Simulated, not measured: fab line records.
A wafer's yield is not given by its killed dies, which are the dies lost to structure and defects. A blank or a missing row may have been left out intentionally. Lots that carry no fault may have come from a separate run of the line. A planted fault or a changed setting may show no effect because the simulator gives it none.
Code-filled problem report in 8D (eight disciplines) form | flow nand_harc | the parts of the form that need people (team, actions taken, sign-off) are left out

## 1. WHAT WENT WRONG
Wafers without a fault read 28.3 s, standard deviation 1.8; time_to_endpoint_s at NHARC_A_M1_CMP_23 reads a mean of 15.2 s on 2 wafers belonging to 2 lots. That puts it -7.3 standard deviations away from the usual mean.
The step: polishes, t overpolish 20 s, target thk 154.34 nm.
Seen first at day 22 03:17 on cmp-04, wafer L807.4. Wafers with a number at this step in the record: 42, from 14 lots. By rule, "out" or "out of limits" means more than 4 standard deviations away from the usual mean. The other wafers with a number count as sound.

## 2. WHAT IT IS; WHAT IT IS NOT
question                    | is                 | is not
which readings at this step | time_to_endpoint_s | motor_current_A
which lots                  | L807, L809         | L793, L794, L795, L796, L798, L800, L801, L802, L803, L804, L806, L808
which wafers of those lots  | L807.4, L809.4     | L807.2, L807.5, L809.2, L809.6
read on which tools         | cmp-03, cmp-04     | cmp-01
when                        | from day 22 03:17  | up to then (35 sound wafers); but 5 sound wafers of L808, L809 came after

## 3. SUSPECTS, AND WHAT RULES EACH OUT
Counting: a tool at a process step up to the reading stays a suspect if it ran every lot that is out. Sound lots after the first of them don't rule it out here, since some wafers of a struck lot are sound.
- ecd_cu-01 at NHARC_A_M1_ECD_22 (material Cu, target thk 400 nm): kept. It ran every lot that is out, first L807 (day 22 02:37); its last sound lot up to then is L806 (day 21 03:26).
The count leaves ecd_cu-01 at NHARC_A_M1_ECD_22.

## 4. THE CAUSE (what the simulator had put in)
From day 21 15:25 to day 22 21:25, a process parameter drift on ecd_cu-01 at NHARC_A_M1_ECD_22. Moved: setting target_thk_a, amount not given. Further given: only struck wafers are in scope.
This tool alone remained once counting was done.

## 5. THE EFFECT CHAIN, in route order
One row per reading whose mean, taken over the struck wafers that have a number, lies over 3 standard deviations from the usual. Only readings for which the record gives a usual standard deviation are gone through. hours: the time from each lot's start at the first step in this table that gives one to its start at this step, as a median over the lots. sigmas: the change in usual standard deviations.
hours | step              | reading            | usual  | on struck wafers | change | sigmas
0     | NHARC_A_M1_CMP_23 | time_to_endpoint_s | 28.3 s | 15.2             | -13.1  | -7.3
Here are the process steps it includes:
- NHARC_A_M1_CMP_23: polishes, t overpolish 20 s, target thk 154.34 nm.

## 6. WHAT WOULD HAVE CAUGHT IT SOONER
12 hours passed between the start of the fault at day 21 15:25 and the first reading out of limits in this record, taken at day 22 03:17.
L809, from the lots that are out (2), started NHARC_A_M1_ECD_22 on ecd_cu-01 later than day 22 03:17. It would have been spared by a hold on the tool at that moment.
